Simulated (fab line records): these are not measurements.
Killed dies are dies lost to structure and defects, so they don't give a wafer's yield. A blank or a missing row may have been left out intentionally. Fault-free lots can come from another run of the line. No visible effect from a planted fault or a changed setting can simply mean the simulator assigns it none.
Matching of chambers + flow n5 finfet + 4 sister chambers for N5_BEOL_M0_SAQP_STRIP_86 on rie diel-03
The step strips in N2/H2. 8 wafers are shown with their chamber, then 10 later ones without.

== WAFERS PAIRED WITH THEIR CHAMBERS ==
| wafer  | chamber | drypump motor current A (A) | showerhead plenum p Torr (Torr) |
|--------|---------|-----------------------------|---------------------------------|
| L079.5 | 2       | 6.0                         | 3.45                            |
| L086.3 | 2       | 6.0                         | 3.45                            |
| L086.4 | 3       | 4.8                         | 3.49                            |
| L090.2 | 0       | 5.9                         | 3.30                            |
| L090.3 | 1       | 5.4                         | 3.31                            |
| L090.5 | 3       | 4.9                         | 3.48                            |
| L091.3 | 0       | 5.9                         | 3.30                            |
| L091.4 | 1       | 5.3                         | 3.31                            |

== WAFERS WITH NO CHAMBER GIVEN ==
| wafer  | drypump motor current A (A) | showerhead plenum p Torr (Torr) |
|--------|-----------------------------|---------------------------------|
| L091.6 | 5.4                         | 3.31                            |
| L095.1 | 6.0                         | 3.30                            |
| L095.2 | 5.3                         | 3.31                            |
| L095.3 | 6.0                         | 3.44                            |
| L096.3 | 5.4                         | 3.31                            |
| L096.5 | 6.0                         | 3.44                            |
| L096.6 | 4.9                         | 3.47                            |
| L097.1 | 5.4                         | 3.31                            |
| L097.3 | 5.9                         | 3.30                            |
| L097.4 | 4.8                         | 3.47                            |

== EACH ONE'S CHAMBER ==
| wafer  | from the rows above | in truth |
|--------|---------------------|----------|
| L091.6 | 1                   | 1        |
| L095.1 | 0                   | 0        |
| L095.2 | 1                   | 1        |
| L095.3 | 2                   | 2        |
| L096.3 | 1                   | 1        |
| L096.5 | 2                   | 2        |
| L096.6 | 3                   | 3        |
| L097.1 | 1                   | 1        |
| L097.3 | 0                   | 0        |
| L097.4 | 3                   | 3        |
10 of 10 placed correctly. From these rows, 0 cannot be placed. Number placed wrongly: 0.
How it was worked out, from the rows above alone: a wafer's distance from a chamber is the root of the sum, over the readings, of the square of ((its reading less the chamber's mean) divided by the reading's scatter). The wafer belongs to the nearest chamber; if the next one is less than 2 further off, it can't be placed. Each chamber's mean is taken over the wafers shown for it. How the scatter is found: for the shown wafers, subtract from each reading the mean of its chamber, square and add these, divide the total by (wafers less chambers), then take the root.
